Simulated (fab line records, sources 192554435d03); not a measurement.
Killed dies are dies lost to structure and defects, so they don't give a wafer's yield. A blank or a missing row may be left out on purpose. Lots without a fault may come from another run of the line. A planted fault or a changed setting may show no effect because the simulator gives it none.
Problem report in the 8D (eight disciplines) form, filled by code | flow n5_finfet | the parts of the form that need people (team, actions taken, sign-off) are left out

1. THE PROBLEM
chamber_pressure_pa at N5_BEOL_M5_SPUTTER_81 reads a mean of 0.07 Pa on 1 wafer of 1 lot; wafers without a fault read 0.07 Pa with a standard deviation of 0.00014. That is -25 standard deviations from the usual mean.
The step: material Cu, target thk 15 nm, time 27.62 s.
First seen on wafer L649.5, day 11 01:45, on pvd_sputter-01. The record holds 34 wafers of 12 lots with a number at this step. Rule for "out", or "out of limits": more than 4 standard deviations from the usual mean. The other wafers with a number count as sound.

2. WHAT IT IS AND WHAT IT IS NOT
question                    | is                     | is not
which readings at this step | chamber_pressure_pa    | throttle_valve_pct
which lots                  | L649                   | L644, L645, L646, L648, L650, L654, L657, L658, L662, L664, L666
which wafers of those lots  | all that have a number | -
read on which tools         | pvd_sputter-01         | pvd_sputter-02, pvd_sputter-03
when                        | from day 11 01:45      | up to then (15 sound wafers); but 18 sound wafers of L654, L657, L658, L662, L664, L666 came after

3. SUSPECTS, AND WHAT RULES EACH OUT
Counting: a tool at a process step up to the reading stays a suspect if it ran every lot that is out and no sound lot after the first of them.
- rie_diel-02 at N5_BEOL_M5_ETCH_41 (etches SiCN in CH3F/O2, target depth 31.5 nm, time 56.7 s): ruled out as a lasting fault. Sound lots L654 ran on it after its first lot that is out, L649 (day 10 23:08). N5_BEOL_M5_ETCH_41 gives no start for some lots, so the hours and the order of its lots are those of N5_BEOL_M5_OCD_MEAS_38.
- pvd_sputter-02 at N5_BEOL_M5_SURFACE_TREAT_87: ruled out as a lasting fault. Sound lots L654 ran on it after its first lot that is out, L649 (day 11 00:17).
- pvd_sputter-01 at N5_BEOL_M5_SPUTTER_81 (material Cu, target thk 15 nm, time 27.62 s): kept. It ran the lot that is out, L649 (day 11 01:45), and no sound lot after that; its last sound lot up to then is L650 (day 10 14:22). Its own readings are out on those wafers: chamber_pressure_pa.
Left after counting: pvd_sputter-01 at N5_BEOL_M5_SPUTTER_81.

4. THE CAUSE (what the simulator had put in)
Process parameter drift: pvd_sputter-01, from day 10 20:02 on, at N5_BEOL_M5_SPUTTER_81. Setting chamber_pressure_pa, moved by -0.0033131, from 0.07. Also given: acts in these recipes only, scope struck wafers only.
Counting left only this tool.

5. THE CHAIN OF EFFECTS, in route order
Each row: a reading whose mean over the struck wafers that have a number lies more than 3 standard deviations from the usual. Only readings for which the record gives a usual standard deviation are gone through. hours: the time from each lot's start at the first step in this table that gives one to its start at this step, as a median over the lots. sigmas: the change in usual standard deviations.
hours | step                  | reading             | usual   | on struck wafers | change | sigmas
0     | N5_BEOL_M5_SPUTTER_81 | chamber_pressure_pa | 0.07 Pa | 0.07             | +0.00  | -25
The process steps in it:
- N5_BEOL_M5_SPUTTER_81: material Cu, target thk 15 nm, time 27.62 s.

6. WHAT WOULD HAVE CAUGHT IT SOONER
In this record the first reading out of limits was taken at day 11 01:45, 6 hours after the fault began at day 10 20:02.
